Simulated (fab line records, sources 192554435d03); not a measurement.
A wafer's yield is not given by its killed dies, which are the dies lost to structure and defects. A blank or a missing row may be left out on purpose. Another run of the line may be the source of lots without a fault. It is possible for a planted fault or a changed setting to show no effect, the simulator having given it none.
What tool caused it? :: flow n5-finfet :: 24 lots with 72 wafers sampled at 4 steps, on a route of 1938 steps

== WHAT THE GAUGES SHOWED, per wafer ==
N5_BEOL_M6_OVL_MEAS_12. Usual: M6_OVL typically reads -0.1 nm, with standard deviation 0.7.
lot: L074
measured: day 9 00:47
on: overlay-02
M6_OVL (nm): -0.2 -1.0 -0.4
flag: 

lot: L076
measured: day 9 03:38
on: overlay-02
M6_OVL (nm): 1.2 0.6 1.1
flag: 

lot: L075
measured: day 9 16:33
on: overlay-02
M6_OVL (nm): -1.2 -1.0 -0.2
flag: 

lot: L077
measured: day 9 17:15
on: overlay-02
M6_OVL (nm): 1.0 0.8 0.0
flag: 

lot: L078
measured: day 9 20:35
on: overlay-02
M6_OVL (nm): -0.4 -1.1 0.0
flag: 

lot: L080
measured: day 10 07:02
on: overlay-02
M6_OVL (nm): 0.8 0.4 -0.3
flag: 

lot: L079
measured: day 10 07:04
on: overlay-02
M6_OVL (nm): -0.7 1.0 0.3
flag: 

lot: L082
measured: day 10 17:46
on: overlay-02
M6_OVL (nm): -0.8 -0.7 -0.9
flag: 

lot: L083
measured: day 10 23:49
on: overlay-02
M6_OVL (nm): -0.7 0.4 -0.9
flag: 

lot: L081
measured: day 11 00:25
on: overlay-02
M6_OVL (nm): 0.7 -0.2 -0.4
flag: 

lot: L084
measured: day 11 04:14
on: overlay-02
M6_OVL (nm): -0.6 0.1 -0.4
flag: 

lot: L085
measured: day 11 19:32
on: overlay-02
M6_OVL (nm): -0.1 0.0 -0.9
flag: 

lot: L087
measured: day 12 07:59
on: overlay-02
M6_OVL (nm): 0.3 -0.5 0.9
flag: 

lot: L086
measured: day 12 08:08
on: overlay-02
M6_OVL (nm): -0.6 -1.5 -0.9
flag: 

lot: L088
measured: day 12 15:41
on: overlay-02
M6_OVL (nm): -0.5 -0.6 0.1
flag: 

lot: L089
measured: day 12 16:55
on: overlay-02
M6_OVL (nm): 0.0 -0.8 0.3
flag: 

lot: L090
measured: day 12 17:08
on: overlay-02
M6_OVL (nm): 1.1 0.4 1.2
flag: 

lot: L092
measured: day 13 00:08
on: overlay-01
M6_OVL (nm): 0.1 0.4 1.0
flag: 

lot: L091
measured: day 13 00:19
on: overlay-02
M6_OVL (nm): 0.3 -0.3 -0.3
flag: 

lot: L093
measured: day 13 20:25
on: overlay-02
M6_OVL (nm): 0.9 0.1 -0.1
flag: 

lot: L095
measured: day 13 22:28
on: overlay-01
M6_OVL (nm): 0.0 -0.1 0.4
flag: 

lot: L094
measured: day 14 02:10
on: overlay-01
M6_OVL (nm): -0.5 -0.1 0.2
flag: 

lot: L096
measured: day 14 02:43
on: overlay-01
M6_OVL (nm): 0.9 0.7 0.3
flag: 

lot: L097
measured: day 14 17:19
on: overlay-02
M6_OVL (nm): 0.5 0.1 -0.2
flag: 

N5_BEOL_M6_CD_MEAS_28: the cd target is 40 nm. Usual: cd-nm at 40.09 nm, with a standard deviation of 0.26.
lot: L074
measured: day 9 02:49
on: cd-sem-01
cd-nm (nm): 40.18 39.83 40.19
flag: 

lot: L076
measured: day 9 05:07
on: cd-sem-01
cd-nm (nm): 40.41 40.11 40.32
flag: 

lot: L075
measured: day 9 19:17
on: cd-sem-02
cd-nm (nm): 39.60 39.89 39.91
flag: 

lot: L077
measured: day 9 19:28
on: cd-sem-02
cd-nm (nm): 40.56 39.94 40.53
flag: 

lot: L078
measured: day 9 22:08
on: cd-sem-02
cd-nm (nm): 40.25 39.94 39.98
flag: 

lot: L080
measured: day 10 08:08
on: cd-sem-02
cd-nm (nm): 39.97 39.77 39.86
flag: 

lot: L079
measured: day 10 08:18
on: cd-sem-02
cd-nm (nm): 40.01 40.41 40.31
flag: 

lot: L082
measured: day 10 19:05
on: cd-sem-02
cd-nm (nm): 39.84 39.90 39.68
flag: 

lot: L083
measured: day 11 03:03
on: cd-sem-02
cd-nm (nm): 39.49 40.12 40.03
flag: 

lot: L081
measured: day 11 02:34
on: cd-sem-01
cd-nm (nm): 40.22 40.39 40.02
flag: 

lot: L084
measured: day 11 05:11
on: cd-sem-03
cd-nm (nm): 40.30 40.26 40.07
flag: 

lot: L085
measured: day 11 21:39
on: cd-sem-03
cd-nm (nm): 39.90 40.13 40.32
flag: 

lot: L087
measured: day 12 12:43
on: cd-sem-03
cd-nm (nm): 40.39 40.13 40.51
flag: 

lot: L086
measured: day 12 12:33
on: cd-sem-01
cd-nm (nm): 39.98 40.57 40.42
flag: 

lot: L088
measured: day 12 21:04
on: cd-sem-01
cd-nm (nm): 39.85 39.74 40.33
flag: 

lot: L089
measured: day 12 21:14
on: cd-sem-03
cd-nm (nm): 40.15 39.84 40.38
flag: 

lot: L090
measured: day 12 21:44
on: cd-sem-02
cd-nm (nm): 40.54 40.21 40.03
flag: 

lot: L092
measured: day 13 02:23
on: cd-sem-01
cd-nm (nm): 39.89 40.02 39.64
flag: 

lot: L091
measured: day 13 02:13
on: cd-sem-02
cd-nm (nm): 40.39 40.25 39.78
flag: 

lot: L093
measured: day 13 21:46
on: cd-sem-03
cd-nm (nm): 39.97 39.83 39.62
flag: 

lot: L095
measured: day 14 01:04
on: cd-sem-01
cd-nm (nm): 40.11 40.34 40.54
flag: 

lot: L094
measured: day 14 04:32
on: cd-sem-01
cd-nm (nm): 39.85 39.69 40.15
flag: 

lot: L096
measured: day 14 04:29
on: cd-sem-02
cd-nm (nm): 39.86 40.07 40.42
flag: 

lot: L097
measured: day 14 18:20
on: cd-sem-02
cd-nm (nm): 40.00 39.93 40.33
flag: 

== WHAT TOOL EACH LOT RAN ON (gives the tool, then ch and the chambers of the sampled wafers, and finally the start) ==
lot: L074
N5_BEOL_M5_ANNEAL_49: pvd-sputter-02, day 8 15:19
N5_BEOL_M6_CURE_74: uv-cure-01 ch 2, day 8 21:07

lot: L076
N5_BEOL_M5_ANNEAL_49: pvd-sputter-02, day 8 19:51
N5_BEOL_M6_CURE_74: uv-cure-01 ch 2, day 9 01:32

lot: L075
N5_BEOL_M5_ANNEAL_49: pvd-sputter-03, day 9 06:59
N5_BEOL_M6_CURE_74: uv-cure-02 ch 0, day 9 12:43

lot: L077
N5_BEOL_M5_ANNEAL_49: pvd-sputter-02, day 9 10:05
N5_BEOL_M6_CURE_74: uv-cure-02 ch 1, day 9 15:35

lot: L078
N5_BEOL_M5_ANNEAL_49: pvd-sputter-01, day 9 13:46
N5_BEOL_M6_CURE_74: uv-cure-01 ch 1, day 9 19:13

lot: L080
N5_BEOL_M5_ANNEAL_49: pvd-sputter-02, day 9 23:32
N5_BEOL_M6_CURE_74: uv-cure-02 ch 0, day 10 05:04

lot: L079
N5_BEOL_M5_ANNEAL_49: pvd-sputter-01, day 10 00:04
N5_BEOL_M6_CURE_74: uv-cure-03 ch 2, day 10 05:37

lot: L082
N5_BEOL_M5_ANNEAL_49: pvd-sputter-03, day 10 10:45
N5_BEOL_M6_CURE_74: uv-cure-01 ch 1, day 10 16:14

lot: L083
N5_BEOL_M5_ANNEAL_49: pvd-sputter-01, day 10 16:44
N5_BEOL_M6_CURE_74: uv-cure-01 ch 2, day 10 22:11

lot: L081
N5_BEOL_M5_ANNEAL_49: pvd-sputter-03, day 10 17:25
N5_BEOL_M6_CURE_74: uv-cure-02 ch 2, day 10 22:58

lot: L084
N5_BEOL_M5_ANNEAL_49: pvd-sputter-02, day 10 20:52
N5_BEOL_M6_CURE_74: uv-cure-02 ch 1, day 11 02:21

lot: L085
N5_BEOL_M5_ANNEAL_49: pvd-sputter-03, day 11 12:49
N5_BEOL_M6_CURE_74: uv-cure-01 ch 1, day 11 18:37

lot: L087
N5_BEOL_M5_ANNEAL_49: pvd-sputter-02, day 12 00:01
N5_BEOL_M6_CURE_74: uv-cure-03 ch 2, day 12 05:38

lot: L086
N5_BEOL_M5_ANNEAL_49: pvd-sputter-03, day 12 00:11
N5_BEOL_M6_CURE_74: uv-cure-02 ch 1, day 12 06:04

lot: L088
N5_BEOL_M5_ANNEAL_49: pvd-sputter-01, day 12 08:11
N5_BEOL_M6_CURE_74: uv-cure-03 ch 0, day 12 13:45

lot: L089
N5_BEOL_M5_ANNEAL_49: pvd-sputter-03, day 12 09:25
N5_BEOL_M6_CURE_74: uv-cure-03 ch 1, day 12 14:57

lot: L090
N5_BEOL_M5_ANNEAL_49: pvd-sputter-02, day 12 10:03
N5_BEOL_M6_CURE_74: uv-cure-03 ch 0, day 12 15:47

lot: L092
N5_BEOL_M5_ANNEAL_49: pvd-sputter-02, day 12 16:59
N5_BEOL_M6_CURE_74: uv-cure-01 ch 0, day 12 22:40

lot: L091
N5_BEOL_M5_ANNEAL_49: pvd-sputter-01, day 12 17:10
N5_BEOL_M6_CURE_74: uv-cure-03 ch 0, day 12 22:46

lot: L093
N5_BEOL_M5_ANNEAL_49: pvd-sputter-01, day 13 11:34
N5_BEOL_M6_CURE_74: uv-cure-03 ch 1, day 13 17:05

lot: L095
N5_BEOL_M5_ANNEAL_49: pvd-sputter-02, day 13 15:26
N5_BEOL_M6_CURE_74: uv-cure-01 ch 1, day 13 20:53

lot: L094
N5_BEOL_M5_ANNEAL_49: pvd-sputter-03, day 13 17:17
N5_BEOL_M6_CURE_74: uv-cure-02 ch 0, day 13 22:44

lot: L096
N5_BEOL_M5_ANNEAL_49: pvd-sputter-01, day 13 19:24
N5_BEOL_M6_CURE_74: uv-cure-03 ch 2, day 14 01:13

lot: L097
N5_BEOL_M5_ANNEAL_49: pvd-sputter-03, day 14 10:40
N5_BEOL_M6_CURE_74: uv-cure-02 ch 0, day 14 16:07
- N5_BEOL_M5_ANNEAL_49: time 1800 s.
- N5_BEOL_M6_CURE_74: cures SiCOH lowk, time 240 s.

== AS READ BY THE TOOLS THEMSELVES (means over the sampled wafers that have a number; for cases with no such wafer, the mark the record gives instead) ==
N5_BEOL_M5_ANNEAL_49. Usual: heater-power-w at 818 W, with a standard deviation of 93.
lot: L074
tool: pvd-sputter-02
heater-power-w (W): 776
flag: 

lot: L076
tool: pvd-sputter-02
heater-power-w (W): 819
flag: 

lot: L075
tool: pvd-sputter-03
heater-power-w (W): 928
flag: 

lot: L077
tool: pvd-sputter-02
heater-power-w (W): 789
flag: 

lot: L078
tool: pvd-sputter-01
heater-power-w (W): 782
flag: 

lot: L080
tool: pvd-sputter-02
heater-power-w (W): 782
flag: 

lot: L079
tool: pvd-sputter-01
heater-power-w (W): 779
flag: 

lot: L082
tool: pvd-sputter-03
heater-power-w (W): 891
flag: 

lot: L083
tool: pvd-sputter-01
heater-power-w (W): 781
flag: 

lot: L081
tool: pvd-sputter-03
heater-power-w (W): 879
flag: 

lot: L084
tool: pvd-sputter-02
heater-power-w (W): 806
flag: 

lot: L085
tool: pvd-sputter-03
heater-power-w (W): 882
flag: 

lot: L087
tool: pvd-sputter-02
heater-power-w (W): 804
flag: 

lot: L086
tool: pvd-sputter-03
heater-power-w (W): 903
flag: 

lot: L088
tool: pvd-sputter-01
heater-power-w (W): 715
flag: 

lot: L089
tool: pvd-sputter-03
heater-power-w (W): 923
flag: 

lot: L090
tool: pvd-sputter-02
heater-power-w (W): 815
flag: 

lot: L092
tool: pvd-sputter-02
heater-power-w (W): 795
flag: 

lot: L091
tool: pvd-sputter-01
heater-power-w (W): 769
flag: 

lot: L093
tool: pvd-sputter-01
heater-power-w (W): 769
flag: 

lot: L095
tool: pvd-sputter-02
heater-power-w (W): 765
flag: 

lot: L094
tool: pvd-sputter-03
heater-power-w (W): 944
flag: 

lot: L096
tool: pvd-sputter-01
heater-power-w (W): 802
flag: 

lot: L097
tool: pvd-sputter-03
heater-power-w (W): 887
flag: 

N5_BEOL_M6_CURE_74. Usual: lamp-power-pct 52.31 %, standard deviation 0.056; wafer_temp_C_max 387.3, standard deviation 0.68.
lot: L074
tool: uv-cure-01
lamp-power-pct (%): 52.31
wafer_temp_C_max: 387.0
flag: 

lot: L076
tool: uv-cure-01
lamp-power-pct (%): 52.31
wafer_temp_C_max: 386.8
flag: 

lot: L075
tool: uv-cure-02
lamp-power-pct (%): 52.31
wafer_temp_C_max: 387.2
flag: 

lot: L077
tool: uv-cure-02
lamp-power-pct (%): 52.26
wafer_temp_C_max: 388.1
flag: 

lot: L078
tool: uv-cure-01
lamp-power-pct (%): 52.34
wafer_temp_C_max: 387.2
flag: 

lot: L080
tool: uv-cure-02
lamp-power-pct (%): 52.31
wafer_temp_C_max: 387.1
flag: 

lot: L079
tool: uv-cure-03
lamp-power-pct (%): 52.30
wafer_temp_C_max: 387.0
flag: 

lot: L082
tool: uv-cure-01
lamp-power-pct (%): 52.33
wafer_temp_C_max: 388.0
flag: 

lot: L083
tool: uv-cure-01
lamp-power-pct (%): 52.32
wafer_temp_C_max: 387.0
flag: 

lot: L081
tool: uv-cure-02
lamp-power-pct (%): 52.35
wafer_temp_C_max: 387.9
flag: 

lot: L084
tool: uv-cure-02
lamp-power-pct (%): 52.29
wafer_temp_C_max: 387.9
flag: 

lot: L085
tool: uv-cure-01
lamp-power-pct (%): 52.30
wafer_temp_C_max: 388.5
flag: 

lot: L087
tool: uv-cure-03
lamp-power-pct (%): 52.31
wafer_temp_C_max: 387.7
flag: 

lot: L086
tool: uv-cure-02
lamp-power-pct (%): 52.28
wafer_temp_C_max: 387.5
flag: 

lot: L088
tool: uv-cure-03
lamp-power-pct (%): 52.31
wafer_temp_C_max: 386.2
flag: 

lot: L089
tool: uv-cure-03
lamp-power-pct (%): 52.35
wafer_temp_C_max: 387.2
flag: 

lot: L090
tool: uv-cure-03
lamp-power-pct (%): 52.33
wafer_temp_C_max: 386.7
flag: 

lot: L092
tool: uv-cure-01
lamp-power-pct (%): 52.34
wafer_temp_C_max: 386.0
flag: 

lot: L091
tool: uv-cure-03
lamp-power-pct (%): 52.29
wafer_temp_C_max: 386.6
flag: 

lot: L093
tool: uv-cure-03
lamp-power-pct (%): 52.27
wafer_temp_C_max: 387.1
flag: 

lot: L095
tool: uv-cure-01
lamp-power-pct (%): 52.31
wafer_temp_C_max: 387.2
flag: 

lot: L094
tool: uv-cure-02
lamp-power-pct (%): 52.31
wafer_temp_C_max: 387.3
flag: 

lot: L096
tool: uv-cure-03
lamp-power-pct (%): 52.39
wafer_temp_C_max: 387.3
flag: 

lot: L097
tool: uv-cure-02
lamp-power-pct (%): 52.32
wafer_temp_C_max: 387.6
flag: 

== THE ANSWER, worked out from the rows above alone ==
Rule: a lot is off if the mean of its wafers that have a number lies more than 3 standard deviations from the usual mean. A lot without any number at a reading at which 4 lots or more have one is off too. All remaining lots with rows at the step are treated as sound. Order of review: gauges by route order, followed by the tools' own readings, for which a lot's mean as printed above is used. The first step at which some lot is off is used, and at that step the reading that is off furthest; a lot without a number counts as furthest.
Nothing can be told from this: no lot is off at any reading shown.

== WHAT THE SIMULATOR HAD INSERTED ==
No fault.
